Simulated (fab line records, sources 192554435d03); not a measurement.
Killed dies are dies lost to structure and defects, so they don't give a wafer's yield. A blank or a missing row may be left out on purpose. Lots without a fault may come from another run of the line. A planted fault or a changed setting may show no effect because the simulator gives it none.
Which tool did it? | flow n5_finfet | 24 lots, 72 wafers sampled, at 2 steps of a route of 1938

WHAT THE GAUGES READ, wafer by wafer
N5_BEOL_M9_OCD_MEAS_38. Usual: trench_depth_nm 150.9 nm, standard deviation 2.5.
lot  | measured     | on     | trench_depth_nm (nm) | flag
L076 | day 9 19:41  | ocd-02 | 154.6 155.1 154.4    |
L074 | day 9 21:58  | ocd-02 | 152.5 153.6 153.3    |
L077 | day 10 12:28 | ocd-02 | 147.5 150.1 151.9    |
L075 | day 10 13:01 | ocd-01 | 151.1 152.7 151.0    |
L078 | day 10 18:33 | ocd-02 | 150.1 150.2 150.0    |
L079 | day 11 03:31 | ocd-02 | 152.2 152.7 153.5    |
L082 | day 11 15:01 | ocd-02 | 147.2 147.8 154.3    |
L081 | day 11 15:33 | ocd-02 | 149.2 148.7 151.8    |
L083 | day 11 21:03 | ocd-02 | 152.2 153.5 152.0    |
L080 | day 11 23:43 | ocd-01 | 151.6 151.4 152.3    |
L084 | day 12 04:13 | ocd-02 | 147.4 150.8 148.8    |
L085 | day 12 15:05 | ocd-02 | 152.6 153.5 153.9    |
L086 | day 13 07:40 | ocd-01 | 152.8 147.0 149.1    |
L087 | day 13 10:30 | ocd-02 | 146.9 150.8 148.1    |
L088 | day 13 16:03 | ocd-02 | 151.2 151.1 154.2    |
L090 | day 13 18:29 | ocd-02 | 148.0 145.1 151.6    |
L091 | day 14 01:20 | ocd-02 | 150.3 146.0 147.8    |
L089 | day 14 04:57 | ocd-02 | 148.5 149.0 146.4    |
L092 | day 14 09:58 | ocd-01 | 147.8 151.8 150.7    |
L094 | day 14 13:41 | ocd-02 | 144.9 147.8 149.9    |
L093 | day 14 15:50 | ocd-01 | 151.9 151.5 145.7    |
L095 | day 15 03:31 | ocd-02 | 151.9 154.5 150.6    |
L096 | day 15 16:26 | ocd-02 | 148.3 150.5 149.1    |
L097 | day 15 22:11 | ocd-02 | 149.4 150.1 152.1    |

WHICH TOOL RAN EACH LOT (tool, then ch and the chambers of the sampled wafers, then the start)
lot  | N5_BEOL_M9_TRENCH_ETCH_37
L076 | rie_diel-01 ch 1,2,3, day 9 19:41 or earlier
L074 | rie_diel-01 ch 1,2,3, day 9 21:58 or earlier
L077 | rie_diel-06 ch 1,3, day 10 12:28 or earlier
L075 | rie_diel-03 ch 0,1, day 10 13:01 or earlier
L078 | rie_diel-03 ch 0,1,3, day 10 18:33 or earlier
L079 | rie_diel-01 ch 1,3, day 11 03:31 or earlier
L082 | rie_diel-06 ch 1,2, day 11 15:01 or earlier
L081 | rie_diel-06 ch 0,1,3, day 11 15:33 or earlier
L083 | rie_diel-01 ch 0,1, day 11 21:03 or earlier
L080 | rie_diel-01 ch 1,2,3, day 11 23:43 or earlier
L084 | rie_diel-06 ch 0,1,3, day 12 04:13 or earlier
L085 | rie_diel-01 ch 0,1,3, day 12 15:05 or earlier
L086 | rie_diel-06 ch 0,2,3, day 13 07:40 or earlier
L087 | rie_diel-03 ch 1,2,3, day 13 10:30 or earlier
L088 | rie_diel-01 ch 0,1,3, day 13 16:03 or earlier
L090 | rie_diel-03 ch 0,2,3, day 13 18:29 or earlier
L091 | rie_diel-06 ch 0,1, day 14 01:20 or earlier
L089 | rie_diel-03 ch 2,3, day 14 04:57 or earlier
L092 | rie_diel-03 ch 1,2,3, day 14 09:58 or earlier
L094 | rie_diel-06 ch 0,1,3, day 14 13:41 or earlier
L093 | rie_diel-03 ch 0,1,2, day 14 15:50 or earlier
L095 | rie_diel-01 ch 1,2,3, day 15 03:31 or earlier
L096 | rie_diel-06 ch 0,3, day 15 16:26 or earlier
L097 | rie_diel-03 ch 0,1, day 15 22:11 or earlier
- N5_BEOL_M9_TRENCH_ETCH_37: etches SiCOH lowk in C4F6/O2, target depth 151.43 nm, time 49 s.

WHAT THE TOOLS THEMSELVES READ (means of the sampled wafers that have a number; where no wafer has one, the mark that the record gives instead)
N5_BEOL_M9_TRENCH_ETCH_37. Usual: drypump_motor_current_A 5.8 A, standard deviation 0.48; oes_product_au 0.78 a.u., standard deviation 0.08; rf_vpp_V 660 V, standard deviation 12; showerhead_plenum_p_Torr 2.78 Torr, standard deviation 0.05; throttle_valve_pct 21.00 %, standard deviation 0.2.
lot  | tool        | drypump_motor_current_A (A) | oes_product_au (a.u.) | rf_vpp_V (V) | showerhead_plenum_p_Torr (Torr) | throttle_valve_pct (%) | flag
L076 | rie_diel-01 | 6.2                         | 0.85                  | 657          | 2.80                            | 20.89                  |
L074 | rie_diel-01 | 6.2                         | 0.84                  | 657          | 2.80                            | 20.88                  |
L077 | rie_diel-06 | 5.1                         | 0.73                  | 668          | 2.72                            | 20.98                  |
L075 | rie_diel-03 | 5.9                         | 0.81                  | 677          | 2.83                            | 21.02                  |
L078 | rie_diel-03 | 5.5                         | 0.76                  | 676          | 2.78                            | 21.09                  |
L079 | rie_diel-01 | 6.4                         | 0.77                  | 653          | 2.82                            | 20.89                  |
L082 | rie_diel-06 | 5.5                         | 0.71                  | 658          | 2.76                            | 21.02                  |
L081 | rie_diel-06 | 5.5                         | 0.76                  | 659          | 2.74                            | 20.90                  |
L083 | rie_diel-01 | 6.0                         | 0.86                  | 647          | 2.77                            | 20.81                  |
L080 | rie_diel-01 | 6.2                         | 0.81                  | 657          | 2.79                            | 20.90                  |
L084 | rie_diel-06 | 5.5                         | 0.75                  | 660          | 2.74                            | 20.91                  |
L085 | rie_diel-01 | 6.2                         | 0.81                  | 650          | 2.79                            | 20.86                  |
L086 | rie_diel-06 | 5.7                         | 0.75                  | 656          | 2.77                            | 21.00                  |
L087 | rie_diel-03 | 5.4                         | 0.77                  | 664          | 2.77                            | 21.20                  |
L088 | rie_diel-01 | 6.2                         | 0.79                  | 650          | 2.78                            | 20.87                  |
L090 | rie_diel-03 | 5.5                         | 0.74                  | 666          | 2.79                            | 21.14                  |
L091 | rie_diel-06 | 5.9                         | 0.77                  | 651          | 2.75                            | 20.84                  |
L089 | rie_diel-03 | 5.2                         | 0.69                  | 663          | 2.74                            | 21.21                  |
L092 | rie_diel-03 | 5.4                         | 0.76                  | 664          | 2.77                            | 21.22                  |
L094 | rie_diel-06 | 5.5                         | 0.73                  | 660          | 2.73                            | 20.93                  |
L093 | rie_diel-03 | 5.8                         | 0.81                  | 666          | 2.82                            | 21.14                  |
L095 | rie_diel-01 | 6.2                         | 0.78                  | 657          | 2.78                            | 20.95                  |
L096 | rie_diel-06 | 5.8                         | 0.77                  | 655          | 2.74                            | 20.89                  |
L097 | rie_diel-03 | 5.7                         | 0.86                  | 675          | 2.80                            | 21.02                  |

THE ANSWER, worked out from the rows above alone
Rule: a lot is off if the mean of its wafers that have a number lies more than 3 standard deviations from the usual mean. A lot without any number at a reading at which 4 lots or more have one is off too. The other lots that the step has rows for count as sound. The gauges are gone through in route order, then the tools' own readings, and for those a lot's mean is taken as printed above. The first step at which some lot is off is used, and at that step the reading that is off furthest; a lot without a number counts as furthest.
No lot is off at any reading shown: from this, nothing can be told.

WHAT THE SIMULATOR HAD PUT IN
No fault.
